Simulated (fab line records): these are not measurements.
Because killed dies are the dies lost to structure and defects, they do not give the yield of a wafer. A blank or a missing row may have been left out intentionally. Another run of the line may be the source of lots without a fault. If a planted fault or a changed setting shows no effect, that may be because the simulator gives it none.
Code-filled problem report in 8D (eight disciplines) form || flow n5 finfet || the parts of the form that need people (team, actions taken, sign-off) are left out

== 1. THE PROBLEM ==
Mean of raw defect count at N5_BEOL_M0_CUTY_INSPECT_59: 276.8 across 6 wafers in 2 lots; on wafers with no fault it is 2.1 (standard deviation 1.3). So: +99 or more standard deviations from the usual mean.
The step: inspects for defects (macro).
First seen on wafer L675.2, day 9 03:28, on defect inspect-01. The record has a number at this step for 27 wafers belonging to 9 lots. The rule behind "out" and "out of limits": a value lying over 4 standard deviations away from the usual mean. The rest of the wafers with a number are treated as sound.

== 2. WHAT IT IS; WHAT IT IS NOT ==
{"question": "which readings at this step", "is": "raw defect count", "is not": "-"}
{"question": "which lots", "is": "L675, L679", "is not": "L662, L666, L667, L670, L681, L682, L685"}
{"question": "which wafers of those lots", "is": "all that have a number", "is not": "-"}
{"question": "read on which gauges", "is": "defect inspect-01", "is not": "defect inspect-02"}
{"question": "when", "is": "from day 9 03:28", "is not": "up to then (12 sound wafers); but 9 sound wafers of L681, L682, L685 came after"}

== 3. WHAT RULES OUT EACH SUSPECT ==
Counting: a tool at a process step up to the reading stays a suspect if it ran every lot that is out and no sound lot after the first of them.
- ruled out: the gauge at N5_BEOL_M0_CUTY_INSPECT_59. All the wafers that are out were read on defect inspect-01, but those of them that N5_PASSIVATION_PROBE_49 has rows for are out there too, on other tools.
- vapor etch-01 at N5_BEOL_M0_SAQP_RECESS_109 (chemistry HF/NH3, target SiO2, target depth 3 nm, afs cycles 1, sublimation time 60 s): ruled out as a lasting fault. The sound lots L681 went through it after L675, its earliest lot that is out (day 9 00:49).
- rie diel-03 at N5_BEOL_M0_SAQP_STRIP_75 (strips in CF4): kept. It ran every lot that is out, first L675 (day 9 03:09), and no sound lot after that; its last sound lot up to then is L670 (day 7 19:34).
The count leaves rie diel-03 at N5_BEOL_M0_SAQP_STRIP_75.

== 4. THE CAUSE (what the simulator had put in) ==
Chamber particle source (rie diel-03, N5_BEOL_M0_SAQP_STRIP_75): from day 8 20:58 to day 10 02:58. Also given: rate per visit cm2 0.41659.
This tool alone remained once counting was done.

== 5. THE CHAIN OF EFFECTS, in route order ==
Each row: a reading whose mean over the struck wafers that have a number lies more than 3 standard deviations from the usual. Only readings whose record carries a usual standard deviation are examined. hours: median over the lots of the time between each lot's start at the first step of this table that gives one and its start at this step. sigmas: the change, counted in usual standard deviations.
{"hours": 0, "step": "N5_BEOL_M0_CUTY_INSPECT_59", "reading": "raw defect count", "usual": 2.1, "on struck wafers": 276.8, "change": "+274.7", "sigmas": "+99 or more"}
{"hours": 154, "step": "N5_PASSIVATION_PROBE_49", "reading": "defect limited yield", "usual": "91.2 %", "on struck wafers": 85.8, "change": -5.4, "sigmas": -3.4}
{"hours": 154, "step": "N5_PASSIVATION_PROBE_49", "reading": "killed_at_M0_to_M3", "usual": 33, "on struck wafers": 115, "change": "+82", "sigmas": "+7.4"}
{"hours": 154, "step": "N5_PASSIVATION_PROBE_49", "reading": "killed dies", "usual": 104, "on struck wafers": 168, "change": "+64", "sigmas": "+3.4"}
{"hours": 154, "step": "N5_PASSIVATION_PROBE_49", "reading": "sort_bin_5_function", "usual": "5.2 %", "on struck wafers": 9.3, "change": "+4.1", "sigmas": "+4.1"}
{"hours": 154, "step": "N5_PASSIVATION_PROBE_49", "reading": "sort n pass", "usual": 1076, "on struck wafers": 1012, "change": -64, "sigmas": -3.4}
{"hours": 154, "step": "N5_PASSIVATION_PROBE_49", "reading": "sort yield pct", "usual": "91.2 %", "on struck wafers": 85.8, "change": -5.4, "sigmas": -3.4}
Here are the process steps it includes:
- N5_PASSIVATION_PROBE_49
At these later measuring or inspecting steps, every struck wafer for which the step has a row has a number for every such reading, and none has moved that far: N5_BEOL_M4_RC_MEAS_101.

== 6. HOW IT WOULD HAVE BEEN CAUGHT EARLIER ==
6 hours passed between the start of the fault at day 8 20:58 and the first reading out of limits at a measuring or inspecting step in this record, taken at day 9 03:28.
An alarm limit of 4 standard deviations would not have fired on the tool readings at N5_BEOL_M0_SAQP_STRIP_75 for which the record gives a usual standard deviation, since none of them was out on any struck wafer.
L679, from the lots that are out (2), started N5_BEOL_M0_SAQP_STRIP_75 on rie diel-03 later than day 9 03:28. It would have been spared by a hold on the tool at that moment.
